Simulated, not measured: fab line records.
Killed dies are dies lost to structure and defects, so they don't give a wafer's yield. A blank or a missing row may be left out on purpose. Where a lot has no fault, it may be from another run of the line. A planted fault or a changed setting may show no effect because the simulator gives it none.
Chamber matching + flow n5Finfet + N5_BEOL_M6_STRIP_36 on rieDiel-06 has 4 sister chambers
The step strips in N2/H2. 8 wafers are shown with their chamber, then 10 later ones without.

== WAFERS WITH THEIR CHAMBER ==
| wafer  | chamber | showerheadPlenumPTorr (Torr) | drypumpMotorCurrentA (A) |
|--------|---------|------------------------------|--------------------------|
| L077.2 | 0       | 2.60                         | 5.0                      |
| L078.1 | 3       | 2.40                         | 6.4                      |
| L078.2 | 1       | 2.53                         | 5.4                      |
| L082.1 | 2       | 2.71                         | 5.7                      |
| L082.2 | 3       | 2.40                         | 6.5                      |
| L082.5 | 1       | 2.53                         | 5.4                      |
| L086.1 | 0       | 2.60                         | 5.0                      |
| L086.2 | 2       | 2.70                         | 5.7                      |

== WAFERS WITH NO CHAMBER GIVEN ==
| wafer  | showerheadPlenumPTorr (Torr) | drypumpMotorCurrentA (A) |
|--------|------------------------------|--------------------------|
| L086.4 | 2.60                         | 5.1                      |
| L088.2 | 2.52                         | 5.4                      |
| L088.3 | 2.60                         | 5.0                      |
| L088.5 | 2.70                         | 5.6                      |
| L089.2 | 2.70                         | 5.7                      |
| L089.5 | 2.70                         | 5.7                      |
| L089.6 | 2.52                         | 5.4                      |
| L093.2 | 2.52                         | 5.4                      |
| L093.5 | 2.52                         | 5.4                      |
| L093.6 | 2.70                         | 5.7                      |

== WHICH CHAMBER EACH ONE RAN IN ==
| wafer  | from the rows above | in truth |
|--------|---------------------|----------|
| L086.4 | 0                   | 0        |
| L088.2 | 1                   | 1        |
| L088.3 | 0                   | 0        |
| L088.5 | 2                   | 2        |
| L089.2 | 2                   | 2        |
| L089.5 | 2                   | 2        |
| L089.6 | 1                   | 1        |
| L093.2 | 1                   | 1        |
| L093.5 | 1                   | 1        |
| L093.6 | 2                   | 2        |
Placed correctly: 10 of 10. Left unplaced by these rows: 0. 0 placed wrongly.
How it was worked out, from the rows above alone: a wafer's distance from a chamber is the root of the sum, over the readings, of the square of ((its reading less the chamber's mean) divided by the reading's scatter). The wafer belongs to the nearest chamber; if the next one is less than 2 further off, it can't be placed. A chamber's mean is the mean of its shown wafers. The scatter: the root of (the sum of the squares of (reading less its chamber's mean) over the shown wafers, divided by (wafers less chambers)).
